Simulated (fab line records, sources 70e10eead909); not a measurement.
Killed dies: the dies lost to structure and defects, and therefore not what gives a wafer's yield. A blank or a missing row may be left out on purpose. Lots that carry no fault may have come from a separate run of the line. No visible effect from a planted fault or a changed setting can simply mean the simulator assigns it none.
fab line records | flow nand-harc
[record] lots = 12 wafers = 36 last-day = 34
route steps=1302 shown A_M1@1186 END@1302
lots with no fault: from the same line, run without faults
start-h: hours from the record's first day to the start of the lot's first wafer shown | wait-h: hours from the lot's prior step to this one | " repeats the value in the row above | L1.1+2: several wafers, shown together as one row | - no value, or no start was given | * or withheld: withheld | < > ~ a bound
route shown NAME@n: a module of which the file shows steps, and the number in the route of the first | usual: mean and standard deviation over wafers with no fault | same: alike in all rows | chamber/n: place in a boat | sites: per-site readings | _std_site: standard deviation of those values | _edge_site: outer sites' mean less inner sites' | radius-mm: for every site, how far away it sits from the centre of the wafer | mask NAME#n: copy n | behind: the most recent tool/chamber to have shaped the wafer | hold: the reason the lot was held/the length of the hold in hours/how it ended | device: transistor that didn't switch, given as n, p or np | end of line: at the end of the route, the tests of the same wafers | for a step that has no rows: nothing shown but its recipe | killed: count of dies lost to structure and defects at first sort (not the wafer's yield) | map: a wafer's dies, x killed, . not, _ none there
set.NAME: the setting as run; set.NAME@STEP: as run at that earlier step | model.NAME: the simulator's own value behind a step, which no gauge read
one table for each step of the route and one row for each wafer, over a sample of lots
services: from which hour (start-h, from the record's first day; less than 0 if before it) a tool's chamber was out of use, for how many hours, and why
[[steps]]
[step NHARC_A_M1_STRIP_18]
[recipe] power-w = 1000 n2-flow-sccm = 150 h2-flow-sccm = 150 ar-flow-sccm = 0 bias-w = 0 chemistry = N2/H2
[usual] drypump-motor-current-A = 5.7/0.56 oes-product-au = 0.996/0.01 rf-vpp-V = 90.8/0.83 showerhead-plenum-p-Torr = 2.04/0.079 throttle-valve-pct = 14.171/0.0087
// columns lot.wafer tool chamber start-h wait-h drypump-motor-current-A oes-product-au rf-hours-counter-h rf-vpp-V showerhead-plenum-p-Torr throttle-valve-pct
L666.2 rie-diel-03 3 545.72 0.1 6.1 0.993 5 89.5 1.93 14.157
L666.1 " 0 " " 5.4 1.015 6 89.4 2.07 14.172
L666.5 " 2 " " 6.0 1.003 - 90.7 2.06 14.178
L667.4 rie-diel-02 3 548.19 0.1 6.5 1.014 8 90.4 2.12 14.163
L667.1 " 0 " " 5.1 0.988 9 90.4 1.93 14.166
L667.3 " 1 " " 6.1 0.998 10 91.0 2.13 14.166
L670.2 rie-diel-05 3 581.53 0.1 5.6 1.009 4 90.3 1.94 14.174
L670.6 " 0 " " 6.3 0.997 - 91.1 2.00 14.180
L670.5 " 1 " " 4.9 1.000 - 92.1 2.06 14.170
L675.3 rie-diel-03 3 632.09 0.1 6.1 0.999 10 89.7 1.92 14.167
L675.1 " 0 " " 5.5 0.997 10 90.9 2.07 14.185
L675.5 " 2 " " 6.0 0.996 - 89.7 2.06 14.167
L677.4 rie-diel-02 0 634.87 0.1 5.1 0.990 4 90.5 1.93 14.176
L677.5 " 3 " " 6.5 1.013 - 92.4 2.12 14.169
L677.6 " 0 " " 5.1 0.996 - 91.6 1.93 14.180
L676.2 rie-diel-05 1 643.49 0.1 4.9 0.981 2 91.3 2.06 14.169
L676.1 " 0 " " 6.3 0.986 2 90.7 2.00 14.165
L676.6 " 2 " " 5.5 1.013 - 91.3 2.17 14.181
L682.3 rie-diel-02 1 697.93 0.1 6.1 1.004 6 91.1 2.13 14.169
L682.1 " 3 " " 6.4 1.019 7 91.2 2.12 14.163
L682.6 " 1 " " 6.1 1.017 - 92.1 2.13 14.172
L681.1 rie-diel-02 0 699.43 0.1 5.1 1.009 7 90.7 1.93 14.161
L681.3 " 2 " " 4.9 0.992 7 89.7 2.02 14.168
L681.5 " 0 " " 5.1 0.990 - 90.9 1.93 14.173
L684.4 rie-diel-02 1 717.43 0.1 6.1 0.998 8 91.7 2.13 14.175
L684.1 " 3 " " 6.5 1.009 8 92.1 2.12 14.181
L684.6 " 1 " " 6.1 1.002 - 91.1 2.12 14.179
L686.4 rie-diel-02 2 731.64 0.1 4.9 0.978 9 91.1 2.02 14.178
L686.1 " 0 " " 5.1 0.985 9 89.3 1.93 14.157
L686.5 " 1 " " 6.1 0.998 - 92.0 2.12 14.154
L685.4 rie-diel-02 1 732.78 0.1 6.1 0.993 9 91.6 2.12 14.172
L685.1 " 3 " " 6.4 1.014 9 92.0 2.12 14.176
L685.3 " 0 " " 5.1 0.987 9 90.3 1.93 14.182
L687.2 rie-diel-02 0 769.59 0.1 5.1 0.997 1 90.3 1.93 14.175
L687.3 " 1 " " 6.1 1.004 1 90.0 2.12 14.176
L687.5 " 0 " " 5.1 1.003 - 91.4 1.93 14.174
[step NHARC_A_M1_ANNEAL_31]
[recipe] temp-c = 225 time-s = 90
[usual] wafer_temp_C_max = 225.93/0.23
// columns lot.wafer tool chamber start-h wait-h wafer_temp_C_max
L666.1 rtp-anneal-01 0 547.09 0.3 226.39
L666.2 " 0 " " 226.27
L666.5 " 0 " " 226.25
L667.1 rtp-anneal-01 0 549.57 0.3 226.04
L667.3 " 0 " " 226.05
L667.4 " 0 " " 225.98
L670.2 rtp-anneal-01 0 582.93 0.3 226.18
L670.5 " 0 " " 225.68
L670.6 " 0 " " 225.77
L675.1 rtp-anneal-02 0 633.44 0.3 225.63
L675.3 " 0 " " 226.26
L675.5 " 0 " " 225.98
L677.4 rtp-anneal-01 0 636.38 0.4 226.23
L677.5 " 0 " " 226.13
L677.6 " 0 " " 226.08
L676.1 rtp-anneal-01 0 644.99 - 225.99
L676.2 " 0 " " 225.93
L676.6 " 0 " " 225.79
L682.1 rtp-anneal-01 0 699.32 - 226.12
L682.3 " 0 " " 225.75
L682.6 " 0 " " 225.64
L681.1 rtp-anneal-01 0 700.81 - 226.00
L681.3 " 0 " " 225.83
L681.5 " 0 " " 226.33
L684.1 rtp-anneal-02 0 718.85 0.3 225.98
L684.4 " 0 " " 226.06
L684.6 " 0 " " 225.81
L686.1 rtp-anneal-02 0 732.99 0.3 226.20
L686.4 " 0 " " 225.66
L686.5 " 0 " " 226.05
L685.1 rtp-anneal-02 0 734.19 - 225.60
L685.3 " 0 " " 225.83
L685.4 " 0 " " 225.73
L687.2 rtp-anneal-01 0 771.04 - 226.24
L687.3 " 0 " " 225.91
L687.5 " 0 " " 226.03
[step NHARC_A_M1_THK_MEAS_24]
[recipe] thk-meas-gauge = xrf
[usual] thk-nm = 154.5/1.4
// columns lot.wafer tool chamber start-h wait-h thk-nm
L666.1 film-metro-01 - 547.75 - 154.0
L666.2 " - " " 153.9
L666.5 " - " " 152.3
L667.1 film-metro-01 - 550.23 - 155.3
L667.3 " - " " 155.9
L667.4 " - " " 154.9
L670.2 film-metro-01 - 583.54 - 153.4
L670.5 " - " " 150.8
L670.6 " - " " 158.1
L675.1 film-metro-02 - 634.11 - 156.1
L675.3 " - " " 154.3
L675.5 " - " " 154.4
L677.4 film-metro-02 - 637.03 - 153.3
L677.5 " - " " 152.7
L677.6 " - " " 155.0
L676.1 film-metro-02 - 645.66 - 153.5
L676.2 " - " " 154.2
L676.6 " - " " 155.0
L682.1 film-metro-02 - 699.98 - 158.5
L682.3 " - " " 154.3
L682.6 " - " " 154.7
L681.1 film-metro-02 - 701.47 - 154.7
L681.3 " - " " 156.3
L681.5 " - " " 155.2
L684.1 film-metro-01 - 719.51 - 155.2
L684.4 " - " " 155.2
L684.6 " - " " 155.4
L686.1 film-metro-02 - 733.64 - 155.8
L686.4 " - " " 157.7
L686.5 " - " " 157.0
L685.1 film-metro-01 - 734.85 - 155.9
L685.3 " - " " 154.0
L685.4 " - " " 152.4
L687.2 film-metro-01 - 771.65 - 153.8
L687.3 " - " " 155.1
L687.5 " - " " 153.0
[step NHARC_A_M1_DEP_33]
[recipe] target-thk-a = 300 temp-c = 370 target-thk-nm = 30 pressure-torr = 3 flow-sccm = 200 rf-w = 450 material = SiCN
[usual] chamber-pressure-Torr = 2.999/0.007 heater-power-outer-w = 313/42 heater-power-w = 550/61
// columns lot.wafer tool chamber start-h wait-h chamber-pressure-Torr heater-power-outer-w heater-power-w
L666.2 pecvd-01 1 548.05 0.1 2.992 287 476
L666.1 " 0 " " 3.008 282 496
L666.5 " 2 " " 2.991 297 572
L667.1 pecvd-04 0 550.53 0.1 3.001 348 550
L667.3 " 1 " " 2.984 246 472
L667.4 " 1 " " 2.990 241 477
L670.2 pecvd-01 0 583.91 0.1 3.007 373 622
L670.6 " 0 " " 2.994 381 611
L670.5 " 1 " " 3.006 325 529
L675.3 pecvd-02 1 634.41 0.1 - - -
L675.1 " 0 " " - - -
L675.5 " 2 " " - - -
L677.5 pecvd-01 1 637.50 0.2 - - -
L677.4 " 2 " " - - -
L677.6 " 0 " " - - -
L676.1 pecvd-02 2 646.01 0.1 - - -
L676.2 " 0 " " - - -
L676.6 " 0 " " - - -
L682.1 pecvd-02 2 700.38 0.1 3.004 353 591
L682.3 " 0 " " 3.001 346 610
L682.6 " 0 " " 2.990 345 610
L681.1 pecvd-02 2 701.88 0.1 2.996 345 558
L681.3 " 0 " " 3.004 335 595
L681.5 " 0 " " 2.999 343 603
L684.1 pecvd-01 0 719.81 0.1 3.010 336 557
L684.6 " 0 " " 3.006 335 564
L684.4 " 1 " " 2.994 331 546
L686.1 pecvd-01 0 733.99 0.1 3.001 355 596
L686.5 " 0 " " 3.004 356 603
L686.4 " 1 " " 3.003 268 461
L685.3 pecvd-01 1 735.15 0.1 2.994 334 557
L685.1 " 2 " " 2.990 367 665
L685.4 " 0 " " 2.998 360 576
L687.3 pecvd-01 1 772.24 0.1 2.999 319 528
L687.2 " 2 " " 2.994 320 614
L687.5 " 2 " " 3.002 323 605
[step NHARC_END_SORT_01]
[recipe] temp-c = 25
[usual] defect-limited-yield = 91.4/2.7 killed-at-array = 53/18 killed-at-other = 0.8/1.1 killed-at-periphery = 4.1/2.7 killed-dies = 58/18 killed-open = 3.1/1.7 killed-short = 2.7/1.7 sort_bin_2_pct = 3.0/1.2 sort_bin_3_pct = 0.6/0.37 sort_bin_4_pct = 4.9/1.5 sort-n-pass = 619/18 sort-rim-yield-pct = 91/4.1 sort-yield-pct = 91.4/2.7
[same] gross-dies = 677 sort_bin_5_pct[%] = 0 sort_bin_6_pct[%] = 0 sort_bin_7_pct[%] = 0 sort_bin_8_pct[%] = 0 sort-rim-n-gross = 106.00
// columns lot.wafer tool chamber start-h wait-h defect-limited-yield[%] killed-at-array killed-at-other killed-at-periphery killed-dies killed-open killed-short sort_bin_2_pct[%] sort_bin_3_pct[%] sort_bin_4_pct[%] sort-n-pass sort-rim-yield-pct[%] sort-yield-pct[%]
L676.1 prober-01 0 678.77 2.5 93.8 37 1 4 42 2 0 2.1 0.4 3.7 635 91 93.8
L676.2 prober-01 0 679.57 2.8 92.9 44 1 3 48 2 1 2.2 0.3 4.6 629 93 92.9
L676.6 prober-01 0 682.74 4.0 92.0 51 0 3 54 4 3 3.1 0.4 4.4 623 95 92.0
// killed by level:class
L676.1 A_SLIT:chamber-film-flake=20 A_CHANNEL_HOLE_D1:chamber-film-flake=7 P_CONTACT:chamber-film-flake=3 A_SGD_CUT:chamber-film-flake=3 A_DECK1_JOINT:chamber-film-flake=2 A_WL_FILL:chamber-film-flake=2 P_GATE:geometric-particle:open=1 A_CONTACT:geometric-particle:open=1
L676.2 A_SLIT:chamber-film-flake=31 A_CHANNEL_HOLE_D1:chamber-film-flake=3 P_CONTACT:chamber-film-flake=2 A_WL_FILL:chamber-film-flake=2 A_CONTACT:chamber-film-flake=2 A_DECK1_JOINT:geometric-particle:short=1 A_WL_FILL:geometric-particle:open=1 A_M1:geometric-particle:open=1
L676.6 A_SLIT:chamber-film-flake=36 A_DECK1_JOINT:geometric-particle:short=2 P_CONTACT:chamber-film-flake=2 A_CHANNEL_HOLE_D1:chamber-film-flake=2 A_CONTACT:chamber-film-flake=2 P_M0:geometric-particle:short=1 A_SOURCE_PLATE:geometric-particle:open=1 A_CHANNEL_FILL_D1:geometric-particle:open=1
[[services]]
// columns tool chamber start-h hours kind
rie-diel-05 - 538.62 0.5 repair
pecvd-02 - 554.52 0.4 repair
rie-diel-02 - 570.70 9.0 pm
rie-diel-03 2 577.78 11.9 repair
rie-diel-05 - 583.60 9.0 pm
pecvd-02 - 589.41 13.0 pm
pecvd-02 - 604.92 1.7 repair
rie-diel-05 - 609.48 2.6 repair
rie-diel-03 - 635.30 9.0 pm
rie-diel-05 3 638.59 13.1 repair
rie-diel-02 1 653.34 3.3 repair
pecvd-01 0 653.65 6.4 repair
rie-diel-05 0 659.51 8.4 repair
pecvd-02 2 672.55 2.8 repair
pecvd-01 - 673.45 13.0 pm
rie-diel-02 - 674.36 0.1 repair
pecvd-02 2 687.57 4.2 repair
pecvd-02 1 694.86 29.7 repair
pecvd-01 - 713.92 0.9 repair
rtp-anneal-02 - 744.00 12.0 pm
rie-diel-02 - 747.77 9.0 pm
pecvd-02 - 758.32 0.5 repair
rie-diel-02 2 764.96 10.5 repair
pecvd-02 - 770.41 13.0 pm
[[key]]
[first-sign] step = NHARC_A_M1_DEP_33 reading = tool-record direction = missing
effect none on later readings
met-at NHARC_A_M1_DEP_33
struck-lots L675,L676,L677
not-acting-at NHARC_A_M1_STRIP_18,NHARC_A_M1_ANNEAL_31,NHARC_A_M1_THK_MEAS_24
onset-between 583.91 634.41
[fault] kind = skipped-step-whole tool = pecvd-01,pecvd-02 chamber = - onset-h = 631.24 steps = NHARC_A_M1_DEP_33 scope = struck-lots-only
